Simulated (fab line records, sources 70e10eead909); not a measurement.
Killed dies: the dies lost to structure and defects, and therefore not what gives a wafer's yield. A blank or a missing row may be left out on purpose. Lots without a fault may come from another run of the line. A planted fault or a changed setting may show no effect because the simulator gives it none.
fab line records -- flow nand_harc
[record] lots = 12, wafers = 36, last_day = 33
route steps=1302 shown A_M1@1191 A_BONDPAD@1203 END@1302
lots with no fault: from the same line, run without faults
start_h: hours from the record's first day to the start of the lot's first wafer shown -- wait_h: how many hours have passed since the lot's step before this one -- " identical to the entry in the row above -- L1.1+2: several wafers, shown together as one row -- - either no value or no given start -- * or withheld: withheld -- < > ~ a bound
route shown NAME@n: NAME is a module with steps in the file, n the number in the route of the first one -- usual: average and standard deviation across the fault-free wafers -- same: alike in all rows -- chamber/n: place in a boat -- sites: per-site readings -- _std_site: the standard deviation of these -- _edge_site: outer sites' mean less inner sites' -- radius_mm: for every site, how far away it sits from the centre of the wafer -- mask NAME#n: copy n -- behind: tool/chamber where the wafer was last shaped -- hold: reason for holding the lot/hours on hold/outcome of the hold -- device: the transistor (n, p or np) that didn't switch -- end of line: at the end of the route, the tests of the same wafers -- for a step that has no rows: nothing shown but its recipe -- killed: count of dies lost to structure and defects at first sort (not the wafer's yield) -- map: shows each die of a wafer: x if killed, . if not, _ if none is there
set.NAME: the setting that was run; set.NAME@STEP: the one run at that earlier step -- model.NAME: the simulator's own value behind a step, which no gauge read
steps of the route over a sample of lots; a table a step, a row a wafer
services: when a tool's chamber went out of use (start_h, in hours from the record's first day, below 0 if earlier), for how many hours, and the reason
[[steps]]
[step NHARC_A_M1_PVD_20]
[recipe] target_thk_a = 50, bias_v = 168.6, power_w = 15000, chamber_pressure_pa = 0.12, time_s = 8.06, substrate_temp_c = 50, material = TaN
[usual] bias_v = 168.3/1.7, throttle_valve_pct = 30.3/1.4
lot.wafer,tool,chamber,start_h,wait_h,bias_v,throttle_valve_pct
L974.2,pvd_sputter-02,-,-,-,168.3,28.2
L974.1,pvd_sputter-02,-,-,-,167.9,27.9
L974.5,pvd_sputter-02,-,-,-,169.4,30.9
L973.1,pvd_sputter-01,-,-,-,167.1,30.4
L973.4,pvd_sputter-01,-,-,-,168.1,29.7
L973.6,pvd_sputter-01,-,-,-,167.4,30.5
L975.2,pvd_sputter-02,-,-,-,167.7,27.9
L975.6,pvd_sputter-02,-,-,-,168.9,30.8
L975.5,pvd_sputter-02,-,-,-,166.8,27.9
L982.1,pvd_sputter-03,-,-,-,169.3,29.6
L982.2,pvd_sputter-03,-,-,-,167.7,31.2
L982.4,pvd_sputter-03,-,-,-,166.9,32.8
L985.2,pvd_sputter-02,-,-,-,170.8,27.8
L985.1,pvd_sputter-02,-,-,-,167.9,30.9
L985.6,pvd_sputter-02,-,-,-,171.6,27.6
L988.4,pvd_sputter-03,-,-,-,167.9,33.0
L988.2,pvd_sputter-03,-,-,-,165.5,28.9
L988.3,pvd_sputter-03,-,-,-,168.8,31.1
L989.2,pvd_sputter-02,-,-,-,170.7,29.0
L989.5,pvd_sputter-02,-,-,-,168.7,28.8
L989.6,pvd_sputter-02,-,-,-,171.7,28.9
L992.4,pvd_sputter-01,-,-,-,168.5,29.5
L992.2,pvd_sputter-01,-,-,-,168.5,30.4
L992.6,pvd_sputter-01,-,-,-,168.0,30.9
L993.2,pvd_sputter-02,-,-,-,165.3,31.4
L993.4,pvd_sputter-02,-,-,-,168.0,31.1
L993.5,pvd_sputter-02,-,-,-,168.3,30.9
L994.1,pvd_sputter-01,-,-,-,169.5,31.0
L994.2,pvd_sputter-01,-,-,-,166.5,30.8
L994.5,pvd_sputter-01,-,-,-,168.9,31.1
L996.3,pvd_sputter-01,-,-,-,169.9,29.3
L996.2,pvd_sputter-01,-,-,-,165.7,31.0
L996.1,pvd_sputter-01,-,-,-,168.3,30.2
L995.3,pvd_sputter-03,-,-,-,169.6,33.4
L995.5,pvd_sputter-03,-,-,-,167.7,30.8
L995.6,pvd_sputter-03,-,-,-,170.4,33.5
[step NHARC_A_M1_ECD_22]
[recipe] target_thk_a = 4000, bath_temp_c = 25, material = Cu
lot.wafer,tool,chamber,start_h,wait_h
L974.1+2+5,ecd_cu-02,"0,1,1",528.03,-
L973.1+4+6,ecd_cu-01,1,539.38,-
L975.2+5+6,ecd_cu-02,"1,1,0",545.57,-
L982.2+1+4,ecd_cu-01,"0,1,0",615.47,-
L985.2+1+6,ecd_cu-01,"0,1,1",634.42,-
L988.2+4+3,ecd_cu-02,"1,1,0",659.04,-
L989.2+6+5,ecd_cu-02,"1,0,1",690.95,-
L992.2+4+6,ecd_cu-02,"0,0,1",726.74,-
L993.2+4+5,ecd_cu-01,1,728.14,-
L994.1+2+5,ecd_cu-01,"1,0,1",736.81,-
L996.2+1+3,ecd_cu-01,"0,1,0",739.82,-
L995.3+6+5,ecd_cu-02,"0,0,1",740.60,-
[step NHARC_A_M1_ANNEAL_31]
[recipe] temp_c = 225, time_s = 90
[usual] wafer_temp_C_max = 225.74/0.22
lot.wafer,tool,chamber,start_h,wait_h,wafer_temp_C_max
L974.1,rtp_anneal-02,0,528.40,-,225.63
L974.2,rtp_anneal-02,0,528.40,-,225.58
L974.5,rtp_anneal-02,0,528.40,-,225.84
L973.1,rtp_anneal-02,0,539.71,-,225.97
L973.4,rtp_anneal-02,0,539.71,-,225.94
L973.6,rtp_anneal-02,0,539.71,-,225.64
L975.2,rtp_anneal-01,0,546.00,0.4,226.00
L975.5,rtp_anneal-01,0,546.00,0.4,226.00
L975.6,rtp_anneal-01,0,546.00,0.4,226.01
L982.1,rtp_anneal-01,0,615.84,-,225.93
L982.2,rtp_anneal-01,0,615.84,-,225.62
L982.4,rtp_anneal-01,0,615.84,-,225.61
L985.1,rtp_anneal-02,0,634.80,0.3,225.71
L985.2,rtp_anneal-02,0,634.80,0.3,225.93
L985.6,rtp_anneal-02,0,634.80,0.3,225.57
L988.2,rtp_anneal-01,0,659.46,-,225.82
L988.3,rtp_anneal-01,0,659.46,-,225.48
L988.4,rtp_anneal-01,0,659.46,-,225.15
L989.2,rtp_anneal-02,0,691.33,-,225.71
L989.5,rtp_anneal-02,0,691.33,-,225.61
L989.6,rtp_anneal-02,0,691.33,-,225.50
L992.2,rtp_anneal-02,0,727.20,-,225.94
L992.4,rtp_anneal-02,0,727.20,-,225.90
L992.6,rtp_anneal-02,0,727.20,-,225.80
L993.2,rtp_anneal-02,0,728.57,-,225.88
L993.4,rtp_anneal-02,0,728.57,-,225.66
L993.5,rtp_anneal-02,0,728.57,-,226.11
L994.1,rtp_anneal-02,0,737.19,-,225.75
L994.2,rtp_anneal-02,0,737.19,-,225.89
L994.5,rtp_anneal-02,0,737.19,-,225.35
L996.1,rtp_anneal-01,0,740.19,-,225.64
L996.2,rtp_anneal-01,0,740.19,-,226.10
L996.3,rtp_anneal-01,0,740.19,-,225.86
L995.3,rtp_anneal-02,0,740.98,0.3,225.28
L995.5,rtp_anneal-02,0,740.98,0.3,225.42
L995.6,rtp_anneal-02,0,740.98,0.3,225.52
[step NHARC_A_M1_CMP_23]
[recipe] t_overpolish_s = 20, target_thk_nm = 154.34
[usual] motor_current_A = 12.4/0.97, time_to_endpoint_s = 27/3.1
lot.wafer,tool,chamber,start_h,wait_h,motor_current_A,time_to_endpoint_s
L974.1,cmp-02,3,528.78,-,13.6,26
L974.2,cmp-02,1,528.78,-,13.1,27
L974.5,cmp-02,2,528.78,-,11.2,26
L973.4,cmp-04,1,540.08,-,11.9,27
L973.1,cmp-04,3,540.08,-,14.1,25
L973.6,cmp-04,1,540.08,-,11.9,27
L975.2,cmp-02,2,546.35,-,11.3,27
L975.5,cmp-02,0,546.35,-,12.4,24
L975.6,cmp-02,1,546.35,-,12.3,25
L982.1,cmp-02,1,616.19,-,13.0,23
L982.2,cmp-02,2,616.19,-,12.1,36
L982.4,cmp-02,0,616.19,-,12.6,36
L985.2,cmp-03,0,635.15,-,12.6,39
L985.1,cmp-03,3,635.15,-,13.0,32
L985.6,cmp-03,0,635.15,-,12.6,26
L988.4,cmp-04,3,659.75,-,13.8,28
L988.3,cmp-04,0,659.75,-,11.8,33
L988.2,cmp-04,2,659.75,-,12.3,28
L989.2,cmp-03,3,691.71,-,13.1,30
L989.5,cmp-03,0,691.71,-,12.9,25
L989.6,cmp-03,1,691.71,-,10.2,28
L992.4,cmp-04,3,727.52,-,15.1,31
L992.2,cmp-04,0,727.52,-,11.7,34
L992.6,cmp-04,3,727.52,-,14.4,28
L993.2,cmp-04,0,728.89,-,11.4,31
L993.4,cmp-04,1,728.89,-,12.7,28
L993.5,cmp-04,3,728.89,-,14.6,27
L994.2,cmp-04,1,737.53,-,12.7,27
L994.1,cmp-04,0,737.53,-,11.6,32
L994.5,cmp-04,2,737.53,-,12.1,28
L996.3,cmp-04,2,740.53,-,11.8,27
L996.2,cmp-04,3,740.53,-,14.7,25
L996.1,cmp-04,0,740.53,-,11.7,30
L995.3,cmp-04,0,741.33,-,11.8,31
L995.6,cmp-04,1,741.33,-,11.9,26
L995.5,cmp-04,2,741.33,-,12.9,23
[step NHARC_A_BONDPAD_CMP_29]
[recipe] target_thk_nm = 200, material = SiCN
[usual] motor_current_A = 12.4/0.89
lot.wafer,tool,chamber,start_h,wait_h,motor_current_A
L974.2,cmp-03,0,530.33,-,12.7
L974.1,cmp-03,1,530.33,-,10.5
L974.5,cmp-03,1,530.33,-,10.7
L973.1,cmp-02,1,541.68,-,12.5
L973.4,cmp-02,2,541.68,-,12.4
L973.6,cmp-02,0,541.68,-,12.7
L975.2,cmp-02,3,547.95,-,13.1
L975.6,cmp-02,1,547.95,-,12.3
L975.5,cmp-02,2,547.95,-,11.3
L982.4,cmp-03,2,617.80,-,10.8
L982.1,cmp-03,3,617.80,-,12.7
L982.2,cmp-03,0,617.80,-,12.7
L985.2,cmp-02,3,636.83,-,12.6
L985.1,cmp-02,1,636.83,-,12.4
L985.6,cmp-02,0,636.83,-,12.2
L988.4,cmp-02,0,661.35,-,11.2
L988.3,cmp-02,1,661.35,-,12.8
L988.2,cmp-02,3,661.35,-,13.2
L989.2,cmp-01,0,693.25,-,12.5
L989.6,cmp-01,2,693.25,-,11.6
L989.5,cmp-01,3,693.25,-,11.7
L992.4,cmp-03,1,729.12,-,11.1
L992.2,cmp-03,2,729.12,-,12.1
L992.6,cmp-03,3,729.12,-,13.4
L993.4,cmp-01,0,730.63,0.4,13.4
L993.2,cmp-01,1,730.63,0.4,13.5
L993.5,cmp-01,2,730.63,0.4,12.5
L994.2,cmp-03,1,739.80,0.4,10.9
L994.1,cmp-03,3,739.80,0.4,13.6
L994.5,cmp-03,1,739.80,0.4,11.5
L996.2,cmp-02,1,742.34,0.5,12.8
L996.3,cmp-02,2,742.34,0.5,11.5
L996.1,cmp-02,0,742.34,0.5,11.6
L995.3,cmp-01,1,742.90,-,13.3
L995.6,cmp-01,2,742.90,-,13.1
L995.5,cmp-01,3,742.90,-,11.7
[step NHARC_END_SORT_01]
[recipe] temp_c = 25
[usual] defect_limited_yield = 92.7/2.6, killed_at_array = 45/18, killed_at_other = 0.9/1.3, killed_at_periphery = 3.7/2.2, killed_dies = 50/18, killed_open = 3.2/1.9, killed_short = 2.4/1.6, sort_bin_2_pct = 2.5/1.1, sort_bin_3_pct = 0.6/0.36, sort_bin_4_pct = 4.3/1.5, sort_n_pass = 627/18, sort_rim_yield_pct = 92/4.3, sort_yield_pct = 92.7/2.6
[same] gross_dies = 677, sort_bin_5_pct[%] = 0, sort_bin_6_pct[%] = 0, sort_bin_7_pct[%] = 0, sort_bin_8_pct[%] = 0, sort_rim_n_gross = 106.00
lot.wafer,tool,chamber,start_h,wait_h,defect_limited_yield[%],killed_at_array,killed_at_other,killed_at_periphery,killed_dies,killed_open,killed_short,sort_bin_2_pct[%],sort_bin_3_pct[%],sort_bin_4_pct[%],sort_n_pass,sort_rim_yield_pct[%],sort_yield_pct[%]
L985.1,prober-01,0,666.46,2.5,93.2,44,0,2,46,6,6,2.1,0,4.7,631,94,93.2
// killed by level:class
L985.1 A_CHANNEL_HOLE_D2:chamber_film_flake=16 A_CHANNEL_HOLE_D1:chamber_film_flake=6 A_STAIRCASE:chamber_film_flake=4 A_SLIT:chamber_film_flake=3 A_ONON_D2:geometric_particle:short=2 A_CHANNEL_FILL_D2:geometric_particle:short=2 A_M1:chamber_film_flake=2 P_M0:geometric_particle:open=1
[[services]]
tool,chamber,start_h,hours,kind
ecd_cu-01,-,512.00,8.0,pm
cmp-03,-,518.14,0.3,repair
cmp-02,-,527.24,0.3,repair
cmp-02,-,531.82,4.0,pm
ecd_cu-01,-,537.05,1.9,repair
cmp-03,-,544.91,1.6,repair
cmp-02,-,551.25,0.7,repair
cmp-03,-,568.49,4.0,pm
ecd_cu-01,-,569.33,2.6,repair
cmp-02,-,581.41,0.9,repair
ecd_cu-01,-,594.26,2.3,repair
ecd_cu-02,-,596.21,8.0,pm
cmp-04,-,598.88,2.4,repair
cmp-02,-,599.34,4.6,repair
cmp-04,-,601.29,4.0,pm
cmp-02,-,629.82,4.0,pm
cmp-04,-,636.34,1.3,repair
cmp-02,-,654.38,4.8,repair
cmp-04,-,675.18,0.8,repair
cmp-04,-,679.38,0.5,repair
cmp-04,-,699.29,4.0,pm
cmp-02,-,727.91,4.0,pm
cmp-02,-,735.28,0.9,repair
cmp-02,-,739.75,1.7,repair
[[key]]
[first_sign] step = NHARC_A_M1_CMP_23, reading = time_to_endpoint_s, direction = up, sigmas = 3.2, usual = *, struck = *
effect none on later readings
met_at NHARC_A_M1_ECD_22
struck_lots L982,L985
struck_wafers L982.2,L982.4,L985.2
not_acting_at NHARC_A_M1_PVD_20,NHARC_A_M1_ANNEAL_31,NHARC_A_BONDPAD_CMP_29
[fault] kind = process_parameter_drift, tool = ecd_cu-01, chamber = 0, onset_h = 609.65, steps = NHARC_A_M1_ECD_22, channel = target_thk_a, offset = *, shape = step, end_h = 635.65, acts_in = *, stated = *
